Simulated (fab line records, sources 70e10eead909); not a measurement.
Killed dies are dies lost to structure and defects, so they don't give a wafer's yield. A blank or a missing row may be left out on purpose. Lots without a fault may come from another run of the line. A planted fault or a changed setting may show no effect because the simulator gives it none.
Chamber matching | flow nand_harc | NHARC_A_BLC_DESCUM_15 on rie_diel-05: 4 sister chambers
The step chemistry O2, time 3 s. 27 wafers are shown with their chamber, then 12 later ones without.

WAFERS WITH THEIR CHAMBER
wafer  | chamber | showerhead_plenum_p_Torr (Torr) | drypump_motor_current_A (A) | oes_product_au (a.u.)
L075.4 | 1       | 1.99                            | 6.4                         | 1.002
L075.5 | 0       | 1.81                            | 4.7                         | 0.992
L075.6 | 1       | 1.99                            | 6.4                         | 1.005
L076.1 | 2       | 1.81                            | 4.7                         | 0.997
L076.2 | 1       | 1.99                            | 6.4                         | 1.002
L076.5 | 1       | 1.99                            | 6.4                         | 0.999
L074.1 | 2       | 1.81                            | 4.7                         | 1.007
L074.2 | 0       | 1.81                            | 4.7                         | 1.001
L074.6 | 0       | 1.81                            | 4.7                         | 1.002
L078.2 | 0       | 1.81                            | 4.7                         | 1.011
L078.3 | 3       | 1.91                            | 6.4                         | 1.002
L078.4 | 2       | 1.81                            | 4.7                         | 1.010
L081.2 | 0       | 1.81                            | 4.7                         | 1.005
L081.4 | 2       | 1.81                            | 4.7                         | 0.996
L081.5 | 3       | 1.91                            | 6.4                         | 1.006
L083.1 | 3       | 1.91                            | 6.4                         | 1.002
L083.4 | 1       | 1.98                            | 6.4                         | 1.001
L083.6 | 2       | 1.81                            | 4.6                         | 1.000
L084.2 | 2       | 1.81                            | 4.7                         | 0.991
L084.4 | 1       | 1.98                            | 6.4                         | 1.005
L084.6 | 2       | 1.81                            | 4.7                         | 0.995
L085.1 | 0       | 1.81                            | 4.7                         | 0.989
L085.2 | 3       | 1.91                            | 6.4                         | 1.004
L085.4 | 2       | 1.81                            | 4.7                         | 0.994
L086.1 | 0       | 1.81                            | 4.7                         | 0.994
L086.4 | 1       | 1.98                            | 6.3                         | 1.002
L086.5 | 2       | 1.81                            | 4.7                         | 0.995

SIGNATURES (means of the wafers above)
reading                  | chamber 0 | chamber 1 | chamber 2 | chamber 3 | scatter within a chamber
showerhead_plenum_p_Torr | 1.8100    | 1.9857    | 1.8100    | 1.9100    | 0.00273
drypump_motor_current_A  | 4.700     | 6.386     | 4.689     | 6.400     | 0.0276
oes_product_au           | 0.99914   | 1.00229   | 0.99833   | 1.00350   | 0.0056
Rule: a wafer's distance from a chamber is the root of the sum, over the readings, of the square of ((its reading less the chamber's mean) divided by the reading's scatter). The wafer belongs to the nearest chamber; if the next one is less than 2 further off, it can't be placed. The scatter: the root of (the sum of the squares of (reading less its chamber's mean) over the shown wafers, divided by (wafers less chambers)).

WAFERS WITHOUT THEIR CHAMBER
wafer  | showerhead_plenum_p_Torr (Torr) | drypump_motor_current_A (A) | oes_product_au (a.u.)
L090.1 | 1.91                            | 6.4                         | 0.994
L090.2 | 1.81                            | 4.7                         | 1.009
L090.4 | 1.81                            | 4.7                         | 0.997
L087.1 | 1.81                            | 4.7                         | 1.005
L087.2 | 1.91                            | 6.4                         | 1.005
L087.4 | 1.98                            | 6.3                         | 1.014
L094.1 | 1.98                            | 6.4                         | 1.010
L094.2 | 1.81                            | 4.7                         | 0.996
L094.6 | 1.81                            | 4.6                         | 0.996
L096.1 | 1.91                            | 6.4                         | 1.013
L096.2 | 1.81                            | 4.8                         | 1.000
L096.4 | 1.81                            | 4.7                         | 0.986

WHICH CHAMBER EACH WENT THROUGH
wafer  | from the rows above     | in truth
L090.1 | 3                       | 3
L090.2 | can't be placed: 0 or 2 | 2
L090.4 | can't be placed: 0 or 2 | 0
L087.1 | can't be placed: 0 or 2 | 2
L087.2 | 3                       | 3
L087.4 | 1                       | 1
L094.1 | 1                       | 1
L094.2 | can't be placed: 0 or 2 | 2
L094.6 | can't be placed: 2 or 0 | 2
L096.1 | 3                       | 3
L096.2 | can't be placed: 0 or 2 | 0
L096.4 | can't be placed: 2 or 0 | 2
Placed correctly: 5 of 12. Can't be placed from these rows: 7 (the true chamber is among the candidates in 7). Placed wrongly: 0.
